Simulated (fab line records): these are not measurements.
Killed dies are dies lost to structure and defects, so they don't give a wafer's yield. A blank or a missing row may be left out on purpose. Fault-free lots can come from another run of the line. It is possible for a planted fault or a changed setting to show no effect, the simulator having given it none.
fab line records	flow n5_finfet
[record] lots = 9	wafers = 27	last_day = 19
route steps=1938 shown BEOL_M4@1111 BEOL_M10@1509 MIM_BOT_ETCH@1866 PASS1_CAP@1874 TV_OPEN@1887 PASSIVATION@1936
lots with no fault: from the same line, run without faults
start_h: the number of hours between the record's first day and the start of the first shown wafer of the lot	wait_h: how many hours have passed since the lot's step before this one	" identical to the entry in the row above	L1.1+2: several wafers, shown together as one row	- no value, or no start given	* or withheld: withheld	< > ~ a bound
route shown NAME@n: NAME is a module with steps in the file, n the number in the route of the first one	usual: average and standard deviation across the fault-free wafers	same: alike in all rows	chamber/n: place in a boat	sites: the reading at each site	_std_site: their standard deviation	_edge_site: outer sites' mean less inner sites'	radius_mm: how far each site lies from the wafer's centre	mask NAME#n: copy n	behind: the last tool/chamber to shape the wafer	hold: why the lot went on hold/how many hours it stayed there/how the hold came to an end	device: the n, p or np transistor that did not switch	end of line: tests of these same wafers at the route's end	a step given without rows: its recipe and nothing more	killed: dies lost to structure and defects at the first sort, not the wafer's yield	map: dies across one wafer; x = killed, . = not, _ = none there
set.NAME: setting as actually run; set.NAME@STEP: the setting as run at that earlier step	model.NAME: the simulator's own value behind a step, which no gauge read
one table for each step of the route and one row for each wafer, over a sample of lots
services: when a tool's chamber went out of use (start_h, in hours from the record's first day, below 0 if earlier), for how many hours, and the reason
[[steps]]
[step N5_BEOL_M4_RC_MEAS_101]
[usual] DIBL_N = 35.1/1.6	DIBL_P = 34.9/1.8	IOFF_N = 0.143/0.026	IOFF_P = 0.21/0.037	ION_N = 671/11	ION_P = 463/7.8	SS_N = 71.2/0.58	SS_P = 73.0/0.54	VT_N = 251/3	VT_P = -250/4.1
lot.wafer	tool	chamber	start_h	wait_h	DIBL_N[mV/V]	DIBL_P[mV/V]	IOFF_N[nA/um]	IOFF_P[nA/um]	ION_N[uA/um]	ION_P[uA/um]	SS_N[mV/dec]	SS_P[mV/dec]	VT_N[mV]	VT_P[mV]
L855.2	prober-01	0	177.95	0.2	31.8	30.7	0.109	0.15	658	457	71.1	71.7	253	-253
L855.3	"	0	"	"	34.7	35.7	0.146	0.21	667	465	72.3	73.5	250	-249
L855.5	"	0	"	"	31.2	30.9	0.097	0.15	652	457	70.0	71.7	256	-250
L857.3	prober-01	0	196.47	0.3	33.5	33.1	0.131	0.17	676	461	71.2	72.3	249	-254
L857.5	"	0	"	"	33.3	32.9	0.129	0.17	670	453	71.2	73.0	251	-255
L857.6	"	0	"	"	34.0	33.4	0.138	0.16	675	460	70.9	73.1	253	-254
L858.1	prober-01	0	198.56	0.0	31.5	31.2	0.092	0.12	661	455	69.7	72.1	259	-260
L858.2	"	0	"	"	35.8	35.1	0.149	0.16	655	450	71.0	72.9	251	-255
L858.3	"	0	"	"	33.8	33.7	0.122	0.15	663	453	70.4	73.3	252	-256
L862.4	prober-01	0	230.73	0.5	35.6	36.1	0.139	0.21	675	467	71.7	73.2	250	-250
L862.5	"	0	"	"	33.0	33.0	0.098	0.17	654	456	70.8	72.1	256	-252
L862.6	"	0	"	"	37.3	38.3	0.168	0.24	690	474	72.6	74.0	248	-245
L861.2	prober-01	0	237.14	0.2	35.0	34.1	0.118	0.16	657	451	71.6	72.6	257	-256
L861.3	"	0	"	"	34.8	33.8	0.119	0.15	654	450	71.5	72.9	255	-261
L861.5	"	0	"	"	35.4	34.2	0.134	0.16	675	453	71.7	72.6	253	-255
L860.1	prober-01	0	241.00	0.0	34.3	35.1	0.135	0.20	681	467	71.2	73.2	254	-248
L860.2	"	0	"	"	35.9	36.5	0.155	0.23	691	467	71.6	73.7	251	-246
L860.6	"	0	"	"	33.5	34.4	0.131	0.20	668	469	71.2	72.3	252	-250
L864.1	prober-01	0	246.28	0.0	32.3	30.9	0.105	0.15	663	458	70.3	72.7	255	-251
L864.4	"	0	"	"	35.7	36.4	0.159	0.22	677	466	71.0	73.3	248	-246
L864.6	"	0	"	"	34.8	34.2	0.141	0.19	673	463	70.4	73.2	251	-248
L866.2	prober-02	0	263.23	0.2	36.7	36.5	0.161	0.26	684	474	71.2	73.9	250	-244
L866.3	"	0	"	"	38.4	37.9	0.194	0.30	687	478	72.3	73.7	246	-242
L866.4	"	0	"	"	38.0	37.9	0.191	0.30	692	478	71.5	73.6	248	-239
L875.1	prober-02	0	331.02	0.0	38.4	38.9	0.223	0.25	674	451	72.7	74.1	250	-248
L875.4	"	0	"	"	33.5	34.8	0.133	0.19	675	461	70.7	72.9	252	-248
L875.5	"	0	"	"	35.1	36.8	0.157	0.21	681	466	70.6	73.5	248	-252
[step N5_BEOL_M10_VIA_ETCH_34]
[recipe] chemistry = C4F6/O2	target = SiCOH_lowk	target_depth_a = 1845	mask_material = SOC	taper_deg = 4	time_s = 69.2	ion_energy_ev = 250	pressure_mtorr = 30	source_w = 345	bias_w = 185	Ar_flow_sccm = 300	C4F6_flow_sccm = 10	O2_flow_sccm = 10
[usual] C4F6_flow_sccm = 10.00/0.035	drypump_motor_current_A = 5.72/0.25	oes_f_703_au = 0.82/0.062	oes_product_au = 0.83/0.06	rf_vpp_V = 668/13	showerhead_plenum_p_Torr = 2.89/0.091	throttle_valve_pct = 20.81/0.22
[same] time_s = 69.2
lot.wafer	tool	chamber	start_h	wait_h	C4F6_flow_sccm	drypump_motor_current_A	oes_f_703_au	oes_product_au	rf_hours_counter_h	rf_vpp_V	showerhead_plenum_p_Torr	throttle_valve_pct
L855.2	rie_diel-06	1	236.07	0.0	9.95	5.62	0.84	0.84	96	676	2.78	20.76
L855.3	"	3	"	"	9.99	5.26	0.97	0.96	11	654	2.93	20.46
L855.5	"	1	"	"	9.97	5.63	0.82	0.83	-	677	2.78	20.78
L857.3	rie_diel-05	0	265.48	0.0	9.96	5.58	0.76	0.76	146	664	2.84	20.60
L857.5	"	2	"	"	10.02	6.13	0.79	0.80	-	658	2.86	21.11
L857.6	"	1	"	"	9.98	5.82	0.87	0.85	-	665	2.90	20.43
L858.1	rie_diel-06	3	274.91	0.0	10.01	5.25	0.94	0.93	24	654	2.92	20.48
L858.2	"	2	"	"	10.05	5.78	0.82	0.84	70	690	3.02	20.67
L858.3	"	1	"	"	10.00	5.59	0.82	0.81	108	677	2.77	20.77
L862.4	rie_diel-06	2	286.76	0.0	9.96	5.74	0.81	0.83	74	688	3.02	20.68
L862.5	"	2	"	"	10.00	5.74	0.82	0.82	-	688	3.02	20.69
L862.6	"	1	"	"	10.05	5.63	0.82	0.80	-	678	2.77	20.80
L861.2	rie_diel-04	0	291.30	0.0	10.02	5.45	0.88	0.92	15	676	2.81	20.58
L861.3	"	1	"	"	10.00	6.01	0.86	0.88	48	663	2.88	20.78
L861.5	"	0	"	"	9.96	5.45	0.88	0.92	-	676	2.81	20.57
L860.1	rie_diel-06	0	300.16	0.0	9.99	5.58	0.78	0.80	90	664	2.98	20.96
L860.2	"	2	"	"	9.99	5.73	0.81	0.82	81	688	3.02	20.71
L860.6	"	2	"	"	10.03	5.75	0.81	0.81	-	690	3.02	20.70
L864.1	rie_diel-06	2	302.02	0.0	10.00	5.76	0.81	0.81	82	689	3.02	20.69
L864.4	"	3	"	"	10.00	5.26	0.93	0.91	33	652	2.92	20.49
L864.6	"	0	"	"	10.05	5.57	0.77	0.81	-	665	2.98	20.96
L866.2	rie_diel-06	0	310.23	0.0	10.01	5.57	0.78	0.81	95	664	2.98	20.97
L866.3	"	2	"	"	9.97	5.74	0.81	0.65	87	687	3.01	20.65
L866.4	"	3	"	"	10.04	5.28	0.92	0.91	38	654	2.91	20.49
L875.1	rie_diel-05	1	400.32	0.0	9.96	5.81	0.80	0.79	99	664	2.87	20.51
L875.4	"	2	"	"	10.04	6.13	0.73	0.75	155	656	2.84	21.19
L875.5	"	1	"	"	10.05	5.81	0.81	0.79	-	664	2.87	20.51
[step N5_MIM_BOT_ETCH_ETCH_04]
[recipe] chemistry = CF4/O2	target = SiNx	target_depth_a = 260	time_s = 13	ion_energy_ev = 100	pressure_mtorr = 40	source_w = 535	bias_w = 49	Ar_flow_sccm = 100	cf4_flow_sccm = 100	O2_flow_sccm = 10
[usual] drypump_motor_current_A = 5.70/0.26	oes_f_703_au = 0.81/0.06	oes_product_au = 0.81/0.057	rf_vpp_V = 241/4.8	showerhead_plenum_p_Torr = 2.24/0.064	throttle_valve_pct = 15.86/0.21
[same] time_s = 13
lot.wafer	tool	chamber	start_h	wait_h	drypump_motor_current_A	oes_f_703_au	oes_product_au	rf_hours_counter_h	rf_vpp_V	showerhead_plenum_p_Torr	throttle_valve_pct
L855.2	rie_diel-05	0	293.71	0.0	5.56	0.75	0.74	155	240	2.20	15.77
L855.3	"	3	"	"	5.91	0.88	0.88	25	234	2.18	15.91
L855.5	"	2	"	"	6.14	0.79	0.79	-	236	2.20	16.15
L857.3	rie_diel-06	0	314.85	0.0	5.56	0.78	0.80	97	241	2.31	16.09
L857.5	"	3	"	"	5.25	0.92	0.91	-	236	2.25	15.53
L857.6	"	2	"	"	5.77	0.81	0.80	-	249	2.32	15.69
L858.1	rie_diel-06	2	321.47	0.0	5.74	0.80	0.80	92	249	2.32	15.71
L858.2	"	1	"	"	5.61	0.80	0.79	129	245	2.14	15.90
L858.3	"	3	"	"	5.26	0.91	0.90	43	237	2.25	15.53
L862.4	rie_diel-06	2	329.09	0.0	5.76	0.81	0.81	95	248	2.32	15.72
L862.5	"	0	"	"	5.59	0.77	0.79	-	241	2.31	16.08
L862.6	"	3	"	"	5.27	0.91	0.90	-	234	2.25	15.52
L861.2	rie_diel-04	2	336.97	0.0	5.46	0.97	0.96	9	240	2.34	15.98
L861.3	"	3	"	"	6.04	0.79	0.80	94	253	2.32	16.01
L861.5	"	0	"	"	5.47	0.87	0.90	-	244	2.17	15.64
L860.1	rie_diel-06	3	342.73	0.0	5.27	0.91	0.89	50	238	2.24	15.56
L860.2	"	1	"	"	5.60	0.78	0.78	137	245	2.14	15.91
L860.6	"	3	"	"	5.26	0.91	0.89	-	236	2.24	15.54
L864.1	rie_diel-05	1	350.39	0.0	5.78	0.82	0.80	83	241	2.23	15.61
L864.4	"	2	"	"	6.13	0.76	0.76	138	237	2.19	16.19
L864.6	"	1	"	"	5.79	0.82	0.80	-	240	2.23	15.61
L866.2	rie_diel-06	3	359.36	0.0	5.26	0.90	0.88	54	236	2.24	15.54
L866.4	"	1	"	"	5.63	0.78	0.78	142	245	2.14	15.92
L875.1	rie_diel-06	0	444.39	0.0	5.61	0.73	0.76	139	240	2.30	16.17
L875.4	"	1	"	"	5.61	0.76	0.75	170	244	2.13	15.96
L875.5	"	0	"	"	5.58	0.74	0.76	-	241	2.30	16.16
[step N5_PASSIVATION_PECVD_01]
[recipe] material = SiNx	target_thk_a = 2000	temp_c = 400	precursor = SiH4/NH3/N2	pressure_torr = 4.9	rf_w = 1406	time_s = 43.2
[usual] heater_power_w = 329/67	showerhead_plenum_p_Torr = 8.70/0.059	throttle_valve_pct = 29.3/1.7
[same] time_s = 43.2
lot.wafer	tool	chamber	start_h	wait_h	heater_power_w	showerhead_plenum_p_Torr	throttle_valve_pct
L855.2	pecvd-04	0	294.71	0.0	245	8.60	29.3
L855.3	"	1	"	"	331	8.77	30.2
L855.5	"	0	"	"	263	8.57	29.4
L857.3	pecvd-04	0	315.77	0.0	326	8.56	29.6
L857.5	"	2	"	"	287	8.70	29.7
L857.6	"	0	"	"	196	8.56	29.4
L858.1	pecvd-04	0	322.34	0.0	287	8.55	29.5
L858.2	"	2	"	"	290	8.72	29.8
L858.3	"	1	"	"	339	8.77	30.5
L862.4	pecvd-03	2	329.97	0.0	223	8.73	26.7
L862.5	"	1	"	"	342	8.71	28.9
L862.6	"	0	"	"	498	8.72	32.2
L861.2	pecvd-04	0	337.83	0.0	279	8.60	29.5
L861.3	"	2	"	"	359	8.72	29.7
L861.5	"	1	"	"	312	8.75	30.3
L860.1	pecvd-01	1	343.59	0.0	327	8.69	29.8
L860.2	"	0	"	"	354	8.65	27.4
L860.6	"	0	"	"	359	8.65	27.8
L864.1	pecvd-04	1	351.24	0.0	408	8.75	30.2
L864.4	"	0	"	"	309	8.56	29.4
L864.6	"	1	"	"	259	8.75	30.1
L866.2	pecvd-03	2	360.32	0.0	312	8.72	26.9
L866.4	"	0	"	"	498	8.74	32.7
L875.1	pecvd-01	2	445.25	0.0	297	8.75	27.3
L875.4	"	2	"	"	295	8.76	27.1
L875.5	"	1	"	"	238	8.67	29.6
[step N5_PASSIVATION_PASS_ETCH_74]
[recipe] chemistry = CF4/O2	target = SiNx	target_depth_a = 2200	time_s = 110	ion_energy_ev = 100	pressure_mtorr = 40	source_w = 535	bias_w = 49	Ar_flow_sccm = 100	cf4_flow_sccm = 100	O2_flow_sccm = 10
[usual] drypump_motor_current_A = 5.6/0.31	oes_f_703_au = 0.77/0.087	oes_product_au = 0.77/0.092	rf_vpp_V = 242/4.4	showerhead_plenum_p_Torr = 2.22/0.066	throttle_valve_pct = 16.20/0.22
[same] time_s = 110
lot.wafer	tool	chamber	start_h	wait_h	drypump_motor_current_A	oes_f_703_au	oes_product_au	rf_hours_counter_h	rf_vpp_V	showerhead_plenum_p_Torr	throttle_valve_pct
L855.2	rie_diel-03	2	298.70	0.0	5.4	0.74	0.74	177	239	2.19	16.33
L855.3	"	0	"	"	5.4	0.73	0.72	208	242	2.19	16.14
L855.5	"	3	"	"	5.5	0.72	0.71	-	237	2.18	16.45
L857.3	rie_diel-02	1	316.82	0.0	5.6	0.67	0.69	222	242	2.26	16.25
L857.5	"	2	"	"	5.6	0.72	0.70	-	234	2.18	16.43
L857.6	"	3	"	"	5.0	0.87	0.88	-	248	2.34	16.14
L858.1	rie_diel-02	2	323.01	0.0	5.7	0.72	0.69	233	233	2.18	16.42
L858.2	"	0	"	"	5.8	0.79	0.81	90	241	2.15	15.73
L858.3	"	1	"	"	5.6	0.67	0.69	223	245	2.26	16.25
L862.4	rie_diel-02	1	331.04	0.0	5.6	0.67	0.69	226	244	2.26	16.26
L862.5	"	2	"	"	5.6	0.71	0.70	-	233	2.18	16.45
L862.6	"	1	"	"	5.6	0.67	0.69	-	244	2.26	16.24
L861.2	rie_diel-01	2	342.89	0.1	5.5	0.72	0.70	220	241	2.26	16.47
L861.3	"	2	"	"	5.5	0.72	0.70	-	238	2.26	16.49
L861.5	"	2	"	"	5.5	0.71	0.70	-	239	2.26	16.49
L860.1	rie_diel-03	2	345.97	0.0	5.3	0.73	0.73	187	238	2.18	16.36
L860.2	"	3	"	"	5.5	0.71	0.70	238	238	2.18	16.47
L860.6	"	0	"	"	5.4	0.72	0.71	-	243	2.19	16.15
L864.1	rie_diel-03	2	355.64	0.0	5.3	0.73	0.72	189	239	2.18	16.36
L864.4	"	3	"	"	5.5	0.71	0.70	241	236	2.18	16.46
L864.6	"	1	"	"	5.9	0.87	0.88	-	250	2.32	16.03
L866.2	rie_diel-01	0	362.56	0.0	5.7	0.69	0.68	240	240	2.18	16.35
L866.4	"	0	"	"	5.7	0.69	0.68	-	240	2.18	16.36
L875.1	rie_diel-03	1	446.91	0.0	5.9	0.83	0.83	71	249	2.31	16.07
L875.4	"	0	"	"	5.4	0.70	0.69	249	243	2.17	16.20
L875.5	"	3	"	"	5.5	0.94	0.95	-	237	2.17	16.00
[step N5_PASSIVATION_PROBE_49]
[usual] defect_limited_yield = 91.1/1.4	killed_at_M0_to_M3 = 36/11	killed_at_M4_up = 14/5.2	killed_at_contacts = 12/6.1	killed_at_front_end = 40/12	killed_at_other = 3.2/2.5	killed_dies = 105/16	killed_on_rim = 14/4.4	killed_open = 68/12	killed_short = 35/8.7	sort_bin_5_function = 5.2/0.89	sort_bin_6_memory = 3.3/0.66	sort_n_pass = 1074/16	sort_yield_pct = 91.1/1.4
[same] gross_dies = 1180	killed_at_back_side = 0	sort_bin_4_leakage[%] = 0	sort_bin_8_speed[%] = 0
lot.wafer	tool	chamber	start_h	wait_h	defect_limited_yield[%]	killed_at_M0_to_M3	killed_at_M4_up	killed_at_contacts	killed_at_front_end	killed_at_other	killed_dies	killed_on_rim	killed_open	killed_short	sort_bin_5_function[%]	sort_bin_6_memory[%]	sort_n_pass	sort_yield_pct[%]
L866.2	prober-02	-	370.11	0.1	92.2	34	12	13	31	2	92	19	61	30	4.5	3.1	1088	92.2
L866.3	prober-02	-	370.16	0.1	0	26	1108	12	34	0	1180	152	52	30	97.5	2.5	0	0
L866.4	prober-02	-	370.21	0.2	90.1	59	11	11	35	1	117	12	75	41	6.4	3.3	1063	90.1
// killed by level:class
L866.2 BEOL_M3:geometric_particle:open=10 MOL_CONTACT_COAG:geometric_particle:open=9 FIN_SAQP:geometric_particle:open=8 BEOL_M0_SAQP:geometric_particle:short=8 STI_FIN_REVEAL:geometric_particle:open=7 BEOL_M2:geometric_particle:open=7 GATE_CUT:geometric_particle:open=5 MOL_CONTACT_COAG:geometric_particle:short=4
L866.3 BEOL_M10:area_etch=1098 MOL_CONTACT_COAG:geometric_particle:open=11 GATE_CUT:geometric_particle:short=9 STI_FIN_REVEAL:geometric_particle:open=7 BEOL_M2:geometric_particle:open=6 BEOL_M0_SAQP:geometric_particle:short=6 BEOL_M4:geometric_particle:open=6 BEOL_M0_SAQP:geometric_particle:open=5
L866.4 BEOL_M0_SAQP:geometric_particle:short=19 BEOL_M2:geometric_particle:open=14 MOL_CONTACT_COAG:geometric_particle:open=10 BEOL_M0_SAQP:geometric_particle:open=10 FIN_SAQP:geometric_particle:open=8 STI_FIN_REVEAL:geometric_particle:open=8 BEOL_M3:geometric_particle:open=8 FIN_SAQP:geometric_particle:short=6
[[services]]
tool	chamber	start_h	hours	kind
pecvd-01	-	216.05	2.1	repair
pecvd-01	-	227.20	4.2	repair
rie_diel-05	-	238.15	0.8	repair
rie_diel-03	-	238.74	15.6	pm
rie_diel-02	-	241.28	5.4	repair
rie_diel-03	0	260.05	1.3	repair
pecvd-04	-	289.15	1.3	repair
rie_diel-04	-	292.12	28.1	pm
pecvd-04	-	292.24	0.7	repair
pecvd-01	1	308.21	9.5	repair
rie_diel-04	1	326.00	10.0	repair
rie_diel-03	-	329.81	14.6	pm
rie_diel-05	0	329.85	3.2	repair
rie_diel-01	-	333.19	2.8	pm
rie_diel-05	-	339.29	2.8	pm
rie_diel-04	-	341.02	0.3	repair
rie_diel-05	1	355.98	1.7	repair
rie_diel-04	-	391.12	0.2	repair
rie_diel-06	0	393.32	5.4	repair
rie_diel-02	2	402.51	9.0	repair
pecvd-04	-	403.89	0.8	pm
pecvd-03	-	406.61	2.8	pm
rie_diel-02	0	411.74	1.9	repair
pecvd-04	0	431.71	17.3	repair
[[key]]
[first_sign] step = N5_PASSIVATION_PROBE_49	reading = killed_at_M4_up	direction = up	sigmas = 99+	usual = 14	struck = 1108
[effect] step = N5_PASSIVATION_PROBE_49	reading = sort_bin_5_function	direction = up	sigmas = 99+	usual = 5.2	struck = 97.5
[more_kills_born_at] N5_BEOL_M10_VIA_ETCH_34@rie_diel-06 = 1098
met_at N5_BEOL_M10_VIA_ETCH_34
struck_lots L866
struck_wafers L866.3
later_rows_left_out L866.3
not_acting_at N5_MIM_BOT_ETCH_ETCH_04,N5_PASSIVATION_PECVD_01,N5_PASSIVATION_PASS_ETCH_74
onset_between 302.02 310.23
[fault] kind = process_parameter_drift	tool = rie_diel-06	chamber = 2	onset_h = 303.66	steps = N5_BEOL_M10_VIA_ETCH_34	channel = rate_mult	offset = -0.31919	shape = step	end_h = 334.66
// later_rows_left_out: the simulator's readings of these wafers behind a module that went badly wrong aren't trusted and aren't shown, but for the sort
